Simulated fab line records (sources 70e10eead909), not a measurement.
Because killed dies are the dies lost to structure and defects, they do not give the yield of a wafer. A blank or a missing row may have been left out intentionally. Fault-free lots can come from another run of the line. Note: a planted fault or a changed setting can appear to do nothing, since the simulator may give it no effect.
fab line records    flow nand-harc
record lots=14  wafers=40  last-day=26
route steps=1159 shown A_ZERO_WELL@405 A_SOURCE_PLATE@420 A_ONON_D1@437 END@1159
lots untouched by any fault: they come from a run of this same line in which no faults occurred
start-h: hours from the record's first day to the start of the lot's first wafer shown    wait-h: hours since the lot's step before    " as in the row above    L1.1+2: a row that stands for several wafers    - no value, or no start was given    * or withheld: withheld    < > ~ a bound
route shown NAME@n: NAME is a module with steps in the file, n the number in the route of the first one    usual: average and standard deviation across the fault-free wafers    same: alike in all rows    chamber/n: place in a boat    sites: each site's reading    _std_site: the values' standard deviation    _edge_site: outer sites' mean less inner sites'    radius-mm: how far each site lies from the wafer's centre    mask NAME#n: copy n    behind: the last tool/chamber to shape the wafer    hold: why the lot went on hold/how many hours it stayed there/how the hold came to an end    device: names the non-switching transistor (n, p or np)    end of line: at the end of the route, the tests of the same wafers    where a step has no rows: the recipe by itself    killed: not the wafer's yield, but the dies lost to structure and defects at the first sort    map: a wafer's dies, x killed, . not, _ none there
set.NAME: the setting the step ran with; set.NAME@STEP: the setting that earlier step ran with    model.NAME: the simulator's own value behind a step, which no gauge read
a sample of lots followed through the steps of the route, with each step as a table and each wafer as a row
services: when a tool's chamber went out of use (start-h, in hours from the record's first day, below 0 if earlier), for how many hours, and the reason
## steps
# step NHARC_A_ZERO_WELL_ETCH_13
# recipe target-depth-a=1200  time-s=40.1  hbr-flow-sccm=150  cl2-flow-sccm=50  rf-w=400  icp-w=400  bias-w=100  chemistry=HBr/Cl2
# usual drypump-motor-current-A=5.6/0.59  oes-product-au=0.999/0.0086  throttle-valve-pct=26.406/0.0096
lot.wafer  tool       chamber  start-h  wait-h  drypump-motor-current-A  oes-product-au  rf-hours-counter-h  throttle-valve-pct
L200.3     rie-si-05  3        130.28   -       4.8                      1.008           0.4                 26.389
L200.4     "          0        "        "       6.7                      1.006           0.4                 26.404
L200.5     "          3        "        "       4.8                      1.011           -                   26.402
L201.1     rie-si-03  1        145.45   -       5.6                      0.987           1.0                 26.399
L201.3     "          3        "        "       6.7                      1.002           1.1                 26.403
L201.6     "          1        "        "       5.6                      0.985           -                   26.413
L202.1     rie-si-06  2        152.00   -       5.5                      0.998           1.1                 26.405
L202.2     "          3        "        "       5.8                      0.991           1.1                 26.411
L202.5     "          1        "        "       4.8                      1.008           -                   26.415
L205.2     rie-si-03  1        165.67   -       5.6                      1.002           0.0                 26.418
L205.1     "          0        "        "       6.3                      0.999           0.0                 26.395
L205.6     "          1        "        "       5.6                      0.986           -                   26.397
L203.3     rie-si-05  2        167.11   -       5.7                      1.002           0.8                 26.399
L203.1     "          1        "        "       4.9                      1.001           0.6                 26.409
L203.5     "          3        "        "       4.8                      1.021           -                   26.414
L204.2     rie-si-06  2        168.13   -       5.5                      0.992           1.2                 26.416
L204.5     "          0        "        "       5.3                      0.984           -                   26.413
L204.6     "          1        "        "       4.8                      0.991           -                   26.394
L207.3     rie-si-06  3        179.66   -       5.8                      0.990           1.3                 26.407
L207.4     "          1        "        "       4.9                      0.998           1.3                 26.402
L207.2     "          2        "        "       5.6                      0.995           1.2                 26.401
L206.1     rie-si-03  0        181.15   -       6.2                      0.996           0.1                 26.401
L206.4     "          2        "        "       5.4                      0.996           0.1                 26.395
L206.5     "          0        "        "       6.2                      0.984           -                   26.400
L213.3     rie-si-06  2        242.20   -       5.5                      1.009           0.3                 26.402
L213.2     "          0        "        "       5.3                      0.995           0.3                 26.411
L213.5     "          3        "        "       5.8                      1.000           -                   26.396
L217.4     rie-si-06  1        243.62   -       4.8                      0.997           0.3                 26.404
L219.3     rie-si-05  0        255.81   -       6.6                      1.005           0.1                 26.401
L219.4     "          3        "        "       4.8                      0.996           0.1                 26.406
L219.6     "          0        "        "       6.6                      1.000           -                   26.405
L221.4     rie-si-06  2        257.23   -       5.5                      1.005           0.4                 26.396
L221.1     "          0        "        "       5.3                      1.006           0.6                 26.412
L221.5     "          2        "        "       5.5                      1.008           -                   26.409
L222.2     rie-si-05  0        258.22   -       6.7                      0.991           0.2                 26.395
L222.1     "          1        "        "       4.9                      1.009           0.1                 26.416
L222.4     "          2        "        "       5.8                      1.010           0.1                 26.413
L223.3     rie-si-05  2        272.65   -       5.7                      1.001           0.1                 26.400
L223.2     "          0        "        "       6.6                      1.002           0.2                 26.395
L223.5     "          3        "        "       4.8                      0.993           -                   26.387
# step NHARC_A_SOURCE_PLATE_THK_MEAS_06
# recipe thk-meas-gauge=ellipsometry
# usual thk-nm=199.8/2.1
lot.wafer  tool           chamber  start-h  wait-h  thk-nm
L200.3     film-metro-02  -        157.59   0.4     200.2
L200.4     "              -        "        "       202.3
L200.5     "              -        "        "       198.0
L201.1     film-metro-02  -        167.08   0.4     202.0
L201.3     "              -        "        "       202.3
L201.6     "              -        "        "       202.8
L202.1     film-metro-02  -        173.31   0.4     200.4
L202.2     "              -        "        "       202.8
L202.5     "              -        "        "       202.0
L205.1     film-metro-01  -        189.23   0.4     197.2
L205.2     "              -        "        "       196.3
L205.6     "              -        "        "       195.1
L203.1     film-metro-02  -        189.23   0.4     203.0
L203.3     "              -        "        "       202.1
L203.5     "              -        "        "       201.8
L204.2     film-metro-01  -        189.23   0.4     196.1
L204.5     "              -        "        "       196.4
L204.6     "              -        "        "       198.4
L207.2     film-metro-01  -        200.90   0.4     200.9
L207.3     "              -        "        "       199.3
L207.4     "              -        "        "       200.9
L206.1     film-metro-01  -        200.92   0.4     198.1
L206.4     "              -        "        "       199.4
L206.5     "              -        "        "       198.7
L213.2     film-metro-01  -        263.38   0.4     196.2
L213.3     "              -        "        "       198.9
L213.5     "              -        "        "       197.3
L217.4     film-metro-02  -        263.38   0.4     199.3
L219.3     film-metro-02  -        276.45   0.4     200.8
L219.4     "              -        "        "       201.0
L219.6     "              -        "        "       201.0
L221.1     film-metro-01  -        281.07   0.4     199.8
L221.4     "              -        "        "       203.1
L221.5     "              -        "        "       201.5
L222.1     film-metro-02  -        281.07   0.4     200.6
L222.2     "              -        "        "       200.5
L222.4     "              -        "        "       198.5
L223.2     film-metro-02  -        294.59   0.4     198.5
L223.3     "              -        "        "       199.7
L223.5     "              -        "        "       198.7
# step NHARC_A_ONON_D1_THK_MEAS_18
# recipe thk-meas-gauge=ellipsometry
# usual thk-nm=1004/7
lot.wafer  tool           chamber  start-h  wait-h  thk-nm
L200.3     film-metro-01  -        168.53   -       1013
L200.4     "              -        "        "       1013
L200.5     "              -        "        "       1015
L201.1     film-metro-02  -        177.17   -       1006
L201.3     "              -        "        "       1004
L201.6     "              -        "        "       1003
L202.1     film-metro-02  -        183.39   -       994
L202.2     "              -        "        "       991
L202.5     "              -        "        "       994
L203.1     film-metro-01  -        199.28   -       993
L203.3     "              -        "        "       992
L203.5     "              -        "        "       995
L204.2     film-metro-02  -        199.28   -       1008
L204.5     "              -        "        "       1009
L204.6     "              -        "        "       1010
L205.1     film-metro-01  -        199.62   -       1005
L205.2     "              -        "        "       1004
L205.6     "              -        "        "       1005
L207.2     film-metro-01  -        212.39   -       1015
L207.3     "              -        "        "       1016
L207.4     "              -        "        "       1016
L206.1     film-metro-02  -        212.40   -       1004
L206.4     "              -        "        "       1004
L206.5     "              -        "        "       1002
L217.4     film-metro-02  -        274.35   -       1009
L213.2     film-metro-02  -        274.56   -       1011
L213.3     "              -        "        "       1011
L213.5     "              -        "        "       1012
L219.3     film-metro-02  -        286.50   -       1001
L219.4     "              -        "        "       999
L219.6     "              -        "        "       999
L221.1     film-metro-02  -        291.13   -       1006
L221.4     "              -        "        "       1006
L221.5     "              -        "        "       1007
L222.1     film-metro-01  -        291.15   -       995
L222.2     "              -        "        "       996
L222.4     "              -        "        "       996
L223.2     film-metro-02  -        304.62   -       1014
L223.3     "              -        "        "       1013
L223.5     "              -        "        "       1014
# step NHARC_A_ONON_D1_DEP_28
# recipe target-thk-a=10000  n2-flow-sccm=2750  n2o-flow-sccm=2000  nh3-flow-sccm=500  sih4-flow-sccm=210  temp-c=400
lot.wafer   tool           chamber  start-h  wait-h
L200.3+4+5  pecvd-onon-04  0        170.40   0.2
L201.1+3+6  pecvd-onon-04  0        178.93   0.1
L202.1+2+5  pecvd-onon-01  0        185.14   0.1
L203.1+3+5  pecvd-onon-02  0        201.04   0.1
L204.2+5+6  pecvd-onon-04  0        201.59   0.5
L205.1+2+6  pecvd-onon-02  0        201.74   0.4
L207.2+3+4  pecvd-onon-04  0        214.20   0.1
L206.1+4+5  pecvd-onon-02  0        214.29   0.2
L217.4      pecvd-onon-02  0        276.56   0.2
L213.2+3+5  pecvd-onon-02  0        276.79   0.2
L219.3+4+6  pecvd-onon-04  0        288.37   0.2
L221.1+4+5  pecvd-onon-01  0        292.90   0.1
L222.1+2+4  pecvd-onon-04  0        292.92   0.1
L223.2+3+5  pecvd-onon-04  0        306.43   0.1
# step NHARC_A_ONON_D1_THK_MEAS_30
# recipe thk-meas-gauge=ellipsometry
# usual thk-nm=999/7.7
lot.wafer  tool           chamber  start-h  wait-h  thk-nm
L200.3     film-metro-02  -        170.79   -       992
L200.4     "              -        "        "       991
L200.5     "              -        "        "       990
L201.1     film-metro-02  -        179.44   -       1010
L201.3     "              -        "        "       1009
L201.6     "              -        "        "       1009
L202.1     film-metro-02  -        185.65   -       1001
L202.2     "              -        "        "       1001
L202.5     "              -        "        "       1000
L203.1     film-metro-01  -        201.55   -       1010
L203.3     "              -        "        "       1009
L203.5     "              -        "        "       1009
L204.2     film-metro-02  -        202.05   -       993
L204.5     "              -        "        "       995
L204.6     "              -        "        "       994
L205.1     film-metro-02  -        202.26   -       991
L205.2     "              -        "        "       992
L205.6     "              -        "        "       992
L207.2     film-metro-01  -        214.66   -       1002
L207.3     "              -        "        "       1001
L207.4     "              -        "        "       1001
L206.1     film-metro-01  -        214.81   -       990
L206.4     "              -        "        "       991
L206.5     "              -        "        "       990
L217.4     film-metro-01  -        276.90   -       1411
L213.2     film-metro-01  -        277.25   -       1001
L213.3     "              -        "        "       1002
L213.5     "              -        "        "       1415
L219.3     film-metro-01  -        288.77   -       993
L219.4     "              -        "        "       994
L219.6     "              -        "        "       994
L221.1     film-metro-01  -        293.40   -       991
L221.4     "              -        "        "       990
L221.5     "              -        "        "       992
L222.1     film-metro-02  -        293.43   -       997
L222.2     "              -        "        "       1000
L222.4     "              -        "        "       998
L223.2     film-metro-02  -        306.89   -       985
L223.3     "              -        "        "       985
L223.5     "              -        "        "       985
# step NHARC_END_SORT_01
# recipe temp-c=25
# usual killed-at-array=27/12  killed-at-other=0.5/0.9  killed-at-periphery=3.7/2.7  killed-dies=31/12  killed-open=3.3/2  killed-short=2.0/1.4
# same gross-dies=677
lot.wafer  tool       chamber  start-h  wait-h  killed-at-array  killed-at-other  killed-at-periphery  killed-dies  killed-open  killed-short
L213.2     prober-01  0        571.66   2.8     38               0                7                    45           6            3
L213.3     prober-01  0        572.45   3.1     30               0                4                    34           1            2
L213.5     prober-01  0        574.02   3.6     39               0                1                    40           2            0
# killed by level:class
L213.2 A_CHANNEL_HOLE_D1:chamber-film-flake=17 P_M1:chamber-film-flake=5 A_M0:chamber-film-flake=4 A_CONTACT:chamber-film-flake=3 A_BLC:chamber-film-flake=3 A_CHANNEL_FILL_D1:geometric-particle:short=2 A_CONTACT:geometric-particle:open=2 P_M2:geometric-particle:open=1
L213.3 A_CHANNEL_HOLE_D1:chamber-film-flake=23 P_M1:chamber-film-flake=3 A_M0:chamber-film-flake=2 P_GATE:geometric-particle:short=1 A_ONON_D1:geometric-particle:short=1 A_BLC:geometric-particle:open=1 A_ZERO_WELL:chamber-film-flake=1 A_STAIRCASE:chamber-film-flake=1
L213.5 A_CHANNEL_HOLE_D1:chamber-film-flake=23 A_M0:chamber-film-flake=7 A_CONTACT:chamber-film-flake=5 P_GATE:geometric-particle:open=1 A_BLC:geometric-particle:open=1 A_ZERO_WELL:chamber-film-flake=1 A_STAIRCASE:chamber-film-flake=1 A_BLC:chamber-film-flake=1
## services
tool           chamber  start-h  hours  kind
pecvd-onon-02  -        111.00   13.0   pm
rie-si-03      -        155.00   9.0    pm
rie-si-06      -        183.00   9.0    pm
rie-si-06      0        183.00   9.0    vent-cycle
rie-si-06      1        183.00   9.0    vent-cycle
rie-si-06      2        183.00   9.0    vent-cycle
rie-si-06      3        183.00   9.0    vent-cycle
rie-si-06      0        192.00   -      clean
rie-si-06      1        192.00   -      clean
rie-si-06      2        192.00   -      clean
rie-si-06      3        192.00   -      clean
pecvd-onon-01  -        195.00   13.0   pm
rie-si-05      3        208.00   4.6    repair
rie-si-05      1        208.17   6.1    repair
rie-si-05      2        210.17   2.5    repair
rie-si-06      1        211.95   6.1    repair
pecvd-onon-04  -        237.00   13.0   pm
rie-si-05      -        239.00   9.0    pm
rie-si-05      0        239.00   9.0    vent-cycle
rie-si-05      1        239.00   9.0    vent-cycle
rie-si-05      2        239.00   9.0    vent-cycle
rie-si-05      3        239.00   9.0    vent-cycle
rie-si-05      0        248.00   -      clean
pecvd-onon-02  -        292.11   13.0   pm
## key
first-sign step=NHARC_A_ONON_D1_THK_MEAS_30  reading=thk-nm  direction=up  sigmas=54  usual=999  struck=1413
effect none on later readings
met-at NHARC_A_ONON_D1_DEP_28
struck-lots L213,L217
struck-wafers L213.5,L217.4
rows-end L217.4
tester-left-out L213
not-acting-at NHARC_A_ZERO_WELL_ETCH_13,NHARC_A_SOURCE_PLATE_THK_MEAS_06,NHARC_A_ONON_D1_THK_MEAS_18
onset-between 214.29 276.56
fault kind=process-parameter-drift  tool=pecvd-onon-02  chamber=-  onset-h=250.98  steps=NHARC_A_ONON_D1_DEP_28  channel=target-thk-a  offset=*  shape=step  end-h=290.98  scope=struck-wafers-only  acts-in=*  stated=*
# tester-left-out: of these lots the tester's yield and bins aren't shown, on N5 and GAA mostly nor the transistor test; their killed dies are dies lost to structure and defects alone, not to doping, threshold or leakage, so they don't give the yield
# rows-end: these wafers met a further fault down the route, and their rows from its step on are left out
